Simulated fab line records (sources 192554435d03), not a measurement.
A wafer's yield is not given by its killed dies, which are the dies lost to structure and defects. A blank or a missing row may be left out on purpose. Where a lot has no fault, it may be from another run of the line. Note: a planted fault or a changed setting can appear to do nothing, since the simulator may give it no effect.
Which tool is to blame? | flow n5Finfet | 8 lots, 24 wafers sampled, at 5 steps of a route of 1938

WHAT THE GAUGES READ, wafer by wafer
N5_SD_EPI_N_EPI_MEAS_23.
lot  | measured    | on           | thkNm (nm)
L235 | day 4 02:00 | filmMetro-02 | 59.1 60.1 59.5
L236 | day 4 05:06 | filmMetro-02 | 57.8 59.1 61.2
L240 | day 5 04:57 | filmMetro-02 | 60.3 59.6 59.3
L243 | day 6 00:36 | filmMetro-01 | 60.7 60.0 59.1
L244 | day 6 10:20 | filmMetro-01 | 57.9 58.7 57.1
L247 | day 7 10:17 | filmMetro-02 | 59.1 59.0 58.3
L250 | day 7 16:55 | filmMetro-02 | 57.8 49.3 59.0
L251 | day 7 21:20 | filmMetro-01 | 47.7 57.6 45.8

EACH LOT AND THE TOOL THAT RAN IT (in order: tool; ch and the chambers of the sampled wafers; start)
lot  | N5_DUMMY_GATE_TRIM_49          | N5_DUMMY_GATE_STRIP_41           | N5_SD_EPI_N_ETCHBACK_44          | N5_SD_EPI_N_EPI_21
L235 | rieSi-06 ch 2,3, day 3 18:38   | rieDiel-03 ch 0,1,2, day 3 18:54 | rieDiel-01 ch 2,3, day 3 22:16   | epiRpcvd-01 ch 0, day 4 00:49
L236 | rieSi-06 ch 1,2,3, day 3 23:32 | rieDiel-03 ch 0,1,3, day 3 23:56 | rieDiel-02 ch 1,2,3, day 4 02:07 | epiRpcvd-02 ch 0, day 4 04:13
L240 | rieSi-06 ch 1,2, day 4 23:35   | rieDiel-04 ch 0,1,3, day 4 23:50 | rieDiel-02 ch 0,3, day 5 01:59   | epiRpcvd-02 ch 0, day 5 03:14
L243 | rieSi-02 ch 0,1,3, day 5 18:12 | rieDiel-06 ch 0,1,2, day 5 18:26 | rieDiel-05 ch 0,1,3, day 5 20:52 | epiRpcvd-04 ch 0, day 5 22:19
L244 | rieSi-06 ch 0,2, day 6 05:01   | rieDiel-06 ch 0,2,3, day 6 05:16 | rieDiel-02 ch 2,3, day 6 07:20   | epiRpcvd-01 ch 0, day 6 09:10
L247 | rieSi-05 ch 0,1,2, day 7 04:02 | rieDiel-06 ch 0,1,2, day 7 04:22 | rieDiel-05 ch 1,2,3, day 7 06:34 | epiRpcvd-04 ch 0, day 7 08:23
L250 | rieSi-05 ch 0,2,3, day 7 11:23 | rieDiel-03 ch 0,1, day 7 11:42   | rieDiel-01 ch 0,1,3, day 7 13:56 | epiRpcvd-01 ch 0, day 7 15:45
L251 | rieSi-05 ch 0,2,3, day 7 15:51 | rieDiel-06 ch 0,1,2, day 7 16:07 | rieDiel-01 ch 0,1,2, day 7 18:19 | epiRpcvd-01 ch 0, day 7 19:35
- N5_DUMMY_GATE_TRIM_49: chemistry O2, time 29 s, target cd 14 nm.
- N5_DUMMY_GATE_STRIP_41: strips in O2.
- N5_SD_EPI_N_ETCHBACK_44: etches SiNx in CH3F/O2, stops on SiO2, target depth 14.5 nm.
- N5_SD_EPI_N_EPI_21: deposits Si:P, time 690 s.

THE ANSWER, worked out from the rows above alone
Rule: the usual values come from the lots themselves. The widest of any qualifying gaps counts: lots, ordered by their means at a reading, are off when they make up no more than a third of the lots, leave a main group of 4 or more, and stand apart from it by 3 or more times the standard deviation of that group's means. The tables above print the reading to a certain number of digits; a main group whose means all agree to those digits is not used. Also off: a lot with no number at a reading for which 4 or more lots have one. Where the step has rows for the other lots, those lots are counted as sound.
Off, at N5_SD_EPI_N_EPI_MEAS_23 on thkNm: L250, L251. The main group has a mean of 59.2 nm with a standard deviation of 0.69.
If a tool, at a process step before that reading, ran all the lots that are off and no sound lot after the first of them, it fits. Gauges at N5_SD_EPI_N_EPI_MEAS_23: tried the same way as those tools. Can't be told from this: 3 tools fit, rieSi-05 at N5_DUMMY_GATE_TRIM_49, rieDiel-01 at N5_SD_EPI_N_ETCHBACK_44, epiRpcvd-01 at N5_SD_EPI_N_EPI_21.

WHAT THE SIMULATOR HAD PUT IN
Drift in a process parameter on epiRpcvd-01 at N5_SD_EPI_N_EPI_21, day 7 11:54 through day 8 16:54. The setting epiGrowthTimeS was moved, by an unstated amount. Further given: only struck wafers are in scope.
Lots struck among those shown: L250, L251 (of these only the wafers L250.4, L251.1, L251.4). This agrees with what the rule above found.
